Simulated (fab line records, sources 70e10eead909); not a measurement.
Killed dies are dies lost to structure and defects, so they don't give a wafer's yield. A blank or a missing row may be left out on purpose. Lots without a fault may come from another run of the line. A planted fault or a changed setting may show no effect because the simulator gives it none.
A struck lot beside a sound one | flow nand_harc | 15 steps out of a route of 1159
Sound: wafers L319.2, L319.3, L319.4. Struck: wafer L330.6. (L330.4 of the same lot was not struck and is left out.) The cause comes at the end.
At each step with rows: each side's tool, then ch and its chambers, then its first start. Under that, the readings that differ: sound wafers | struck wafers | difference of the means | sigmas: that difference in standard deviations of wafers without a fault.
alike: readings whose means differ by less than 2 such deviations, and words and numbers that are the same on both sides. not compared: withheld readings, readings that some wafer has no value for, bounds like >300 that may hide the same value, and numbers for which the record gives no deviation and whose values overlap.
The two part at a step that has a row with sigmas, a row that says differs or no value, or rows on one side only. Numbers that don't overlap but have no deviation are shown without sigmas and don't part them. A reading that every wafer of one side lacks parts them only if that side has two wafers or more.

first, 1 step without rows for these wafers: NHARC_A_ONON_D1_DEP_00 (target thk 1000 nm).
NHARC_A_ONON_D1_THK_MEAS_02: measures by ellipsometry.
  sound on film_metro-01, day 8 23:13; struck on film_metro-01, day 11 18:32
  alike: thk_nm
then, 1 step without rows for these wafers: NHARC_A_ONON_D1_DEP_03 (target thk 1000 nm).
NHARC_A_ONON_D1_THK_MEAS_05: measures by ellipsometry.
  sound on film_metro-02, day 8 23:47; struck on film_metro-02, day 11 19:05
  alike: thk_nm
then, 1 step without rows for these wafers: NHARC_A_ONON_D1_DEP_06 (target thk 1000 nm).
NHARC_A_ONON_D1_THK_MEAS_08: measures by ellipsometry.
  sound on film_metro-01, day 9 00:22; struck on film_metro-02, day 11 19:40
  alike: thk_nm
then, 1 step without rows for these wafers: NHARC_A_ONON_D1_DEP_09 (target thk 1000 nm).
NHARC_A_ONON_D1_THK_MEAS_11: measures by ellipsometry.
  sound on film_metro-02, day 9 00:55; struck on film_metro-01, day 11 20:14
  reading     | sound          | struck | difference | sigmas
  thk_nm (nm) | 1012 1012 1010 | 989    | -22        | -3
then, 1 step without rows for these wafers: NHARC_A_ONON_D1_DEP_12 (target thk 1000 nm).
NHARC_A_ONON_D1_THK_MEAS_14: measures by ellipsometry.
  sound on film_metro-02, day 9 01:29; struck on film_metro-02, day 11 20:48
  reading     | sound          | struck | difference | sigmas
  thk_nm (nm) | 1010 1008 1007 | 985    | -23        | -2
then, 1 step without rows for these wafers: NHARC_A_ONON_D1_ANNEAL_15 (time 3600 s).
NHARC_A_ONON_D1_DEP_16: target thk 1000 nm.
  sound on pecvd_onon-03 ch 0, day 9 08:08; struck on pecvd_onon-03 ch 0, day 12 03:46
  alike: nh3_flow_sccm
NHARC_A_ONON_D1_THK_MEAS_18: measures by ellipsometry.
  sound on film_metro-01, day 9 08:35; struck on film_metro-02, day 12 04:06
  reading     | sound          | struck | difference | sigmas
  thk_nm (nm) | 1014 1013 1014 | 940    | -74        | -7
then, 1 step without rows for these wafers: NHARC_A_ONON_D1_DEP_19 (target thk 1000 nm).
-- the record jumps here: 12 days lie between the struck wafers' starts before and after (it left off in module A_ONON_D1 and takes up again in module END, whose first step shown is number 1159 of the route) --
NHARC_END_SORT_01:
  the record has rows for the struck wafers here (prober-01 ch 0, day 24 00:15) and none for the sound ones

WHERE THEY PART
First at NHARC_A_ONON_D1_THK_MEAS_11; last, within this record, at NHARC_END_SORT_01.

WHY: what the simulator had put in
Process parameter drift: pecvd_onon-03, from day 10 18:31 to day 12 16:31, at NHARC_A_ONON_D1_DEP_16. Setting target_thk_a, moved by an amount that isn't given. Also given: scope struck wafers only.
